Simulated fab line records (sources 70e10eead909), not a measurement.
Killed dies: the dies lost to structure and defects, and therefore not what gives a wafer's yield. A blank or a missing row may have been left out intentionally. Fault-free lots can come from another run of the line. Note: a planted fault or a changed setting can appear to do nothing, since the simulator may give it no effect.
Comparing a struck lot with a sound one ; flow nand-harc ; 15 steps out of a route of 1302
Sound: these wafers, L169.1, L169.2, L169.6. Struck: wafer L174.1 (L174.2, L174.4, from the same lot, were not struck and are left out); the cause is given at the end.
Per side, at each step with rows, come the tool, then ch with its chambers, and then its first start. Under that, the readings that differ: sound wafers ; struck wafers ; difference of the means ; sigmas: that difference in standard deviations of wafers without a fault.
alike: a reading whose means differ by less than 2 such deviations, as well as words and numbers matching on both sides. not compared: withheld readings; readings where some wafer has no value; bounds like >300 that might hide an equal value; numbers whose values overlap and for which the record gives no deviation.
Wherever a step has rows on one side only, a row that says differs or no value, or a row with sigmas, the two part there. Numbers that don't overlap but have no deviation are shown without sigmas and don't part them. Lack of a reading on every wafer of one side parts them only where that side has two or more wafers.

first, 7 steps without rows for these wafers: NHARC_A_BONDPAD_COAT_33 (time 65 s); NHARC_A_BONDPAD_COAT_03 (resist thk 600 nm); NHARC_A_BONDPAD_SOFTBAKE_04 (time 70 s); NHARC_A_BONDPAD_EBR_05; NHARC_A_BONDPAD_EXPOSE_06 (exposes mask A BPAD); NHARC_A_BONDPAD_PEB_07 (peb time 80 s); NHARC_A_BONDPAD_DEVELOP_08 (time 50 s).
NHARC_A_BONDPAD_CD_MEAS_09 targets a cd of 500 nm.
  sound on cd-sem-03 ch 0, day 24 21:52; struck on cd-sem-02 ch 0, day 27 16:11
  alike: cd-nm
NHARC_A_BONDPAD_OVL_MEAS_35:
  struck on overlay-02, day 27 16:17; sound on overlay-02, day 24 21:58
  alike: overlay-x-nm, overlay-y-nm
then, 1 step without rows for these wafers: NHARC_A_BONDPAD_HARDBAKE_10 (time 65 s).
NHARC_A_BONDPAD_DESCUM_11: chemistry O2, time 3 s.
  sound on rie-diel-12 ch 0,2,3, day 24 22:05; struck on rie-diel-02 ch 3, day 27 16:25
  alike: drypump-motor-current-A, oes-product-au, rf-vpp-V, showerhead-plenum-p-Torr, throttle-valve-pct
  not compared: rf-hours-counter-h
NHARC_A_BONDPAD_ETCH_34: etches the open film in N2/H2, target depth 60 nm, overetch 18 nm, time 65.91 s.
  sound on rie-diel-12 ch 0,1, day 24 22:10; struck on rie-diel-02 ch 2, day 27 16:29
  alike: drypump-motor-current-A, h2-flow-sccm, oes-product-au, rf-vpp-V, run-length-s, showerhead-plenum-p-Torr, throttle-valve-pct
  not compared: rf-hours-counter-h
NHARC_A_BONDPAD_ETCH_12: etches the open film in CHF3/O2, target depth 220 nm, time 110 s.
  sound on rie-diel-12 ch 0,2, day 24 22:16; struck on rie-diel-02 ch 3, day 27 16:35
reading;sound;struck;difference;sigmas
rf-vpp-V (V);368.0 374.2 375.9;366.4;-6.3;-2
run-length-s (s);131.1 130.6 130.3;124.5;-6.2;-15
  alike: drypump-motor-current-A, oes-product-au, showerhead-plenum-p-Torr, throttle-valve-pct
  not compared: rf-hours-counter-h
NHARC_A_BONDPAD_CD_MEAS_13:
  struck on cd-sem-03, day 27 16:43; sound on cd-sem-03, day 24 22:24
  alike: cd-nm
NHARC_END_SORT_01:
  sound on prober-02 ch 0, day 26 00:46; struck on prober-02 ch 0, day 28 23:42
  alike: defect-limited-yield, killed-at-array, killed-at-other, killed-at-periphery, killed-dies, killed-open, killed-short

WHERE THEY PART
NHARC_A_BONDPAD_ETCH_12 only, going by this record. Later steps at which nothing parts them and some readings are alike: NHARC_A_BONDPAD_CD_MEAS_13, NHARC_END_SORT_01.

WHY: what had been put in by the simulator
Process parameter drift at NHARC_A_BONDPAD_ETCH_12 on rie-diel-02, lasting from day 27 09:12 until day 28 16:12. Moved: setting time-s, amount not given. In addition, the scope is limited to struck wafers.
